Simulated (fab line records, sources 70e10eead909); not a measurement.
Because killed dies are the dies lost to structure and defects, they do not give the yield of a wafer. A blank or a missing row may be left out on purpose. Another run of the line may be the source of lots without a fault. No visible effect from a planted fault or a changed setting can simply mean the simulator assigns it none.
Comparing a struck lot with a sound one | flow nandHarc | 15 out of 1302 route steps
Sound: wafers L897.2, L897.3, L897.5. Struck: wafer L903.3 (L903.5, L903.6, from the same lot, were not struck and are left out); the cause is given at the end.
Each step with rows lists, per side, the tool, then ch with its chambers, then its first start. Under that, the readings that differ: sound wafers | struck wafers | difference of the means | sigmas: that difference in standard deviations of wafers without a fault.
alike: same words and numbers on both sides, and readings whose means sit less than 2 such deviations apart. not compared: any withheld reading, any reading some wafer has no value for, any bound like >300 that may hide the same value, and any number with overlapping values for which the record gives no deviation.
Wherever a step has rows on one side only, a row that says differs or no value, or a row with sigmas, the two part there. Numbers that don't overlap but have no deviation are shown without sigmas and don't part them. A reading that every wafer of one side lacks parts them only if that side has two wafers or more.

first, 7 steps without rows for these wafers: NHARC_A_BONDPAD_COAT_33 (time 65 s); NHARC_A_BONDPAD_COAT_03 (resist thk 600 nm); NHARC_A_BONDPAD_SOFTBAKE_04 (time 70 s); NHARC_A_BONDPAD_EBR_05; NHARC_A_BONDPAD_EXPOSE_06 (exposes mask A BPAD); NHARC_A_BONDPAD_PEB_07 (peb time 80 s); NHARC_A_BONDPAD_DEVELOP_08 (time 50 s).
NHARC_A_BONDPAD_CD_MEAS_09 targets a cd of 500 nm.
  sound on cdSem-01 ch 0, day 28 04:41; struck on cdSem-02 ch 0, day 30 11:19
  alike: cdNm
NHARC_A_BONDPAD_OVL_MEAS_35:
  sound on overlay-02, day 28 04:46; struck on overlay-02, day 30 11:24
  alike: overlayXNm, overlayYNm
then, 1 step without rows for these wafers: NHARC_A_BONDPAD_HARDBAKE_10 (time 65 s).
NHARC_A_BONDPAD_DESCUM_11: chemistry O2, time 3 s.
  sound on rieDiel-03 ch 0,2, day 28 04:55; struck on rieDiel-03 ch 2, day 30 11:32
reading    | sound          | struck | difference | sigmas
rfVppV (V) | 58.1 57.8 56.8 | 59.4   | +1.8       | +2
  alike: drypumpMotorCurrentA, oesProductAu, showerheadPlenumPTorr, throttleValvePct
  not compared: rfHoursCounterH
NHARC_A_BONDPAD_ETCH_34: etches the open film in N2/H2, target depth 60 nm, overetch 18 nm, time 65.91 s.
  sound on rieDiel-03 ch 0,2,3, day 28 04:59; struck on rieDiel-03 ch 2, day 30 11:38
  alike: biasW, drypumpMotorCurrentA, oesProductAu, rfVppV, runLengthS, showerheadPlenumPTorr, throttleValvePct
  not compared: rfHoursCounterH
NHARC_A_BONDPAD_ETCH_12: etches the open film in CHF3/O2, target depth 220 nm, time 110 s.
  sound on rieDiel-03 ch 0,1,2, day 28 05:04; struck on rieDiel-03 ch 0, day 30 11:44
reading              | sound                | struck | difference | sigmas
runLengthS (s)       | 131.3 131.0 131.0    | 113.2  | -17.9      | -47
throttleValvePct (%) | 20.578 20.582 20.587 | 20.563 | -0.019     | -2
  alike: drypumpMotorCurrentA, oesProductAu, rfVppV, showerheadPlenumPTorr
  not compared: biasW, rfHoursCounterH
NHARC_A_BONDPAD_CD_MEAS_13:
  sound on cdSem-02, day 28 05:13; struck on cdSem-01, day 30 11:51
  alike: cdNm
NHARC_END_SORT_01:
  the record has rows for the struck wafers here (prober-02 ch 0, day 31 20:16) and none for the sound ones

== WHERE THEY PART ==
Last at NHARC_END_SORT_01 as far as this record goes, first at NHARC_A_BONDPAD_DESCUM_11.

WHY: what the simulator had put in
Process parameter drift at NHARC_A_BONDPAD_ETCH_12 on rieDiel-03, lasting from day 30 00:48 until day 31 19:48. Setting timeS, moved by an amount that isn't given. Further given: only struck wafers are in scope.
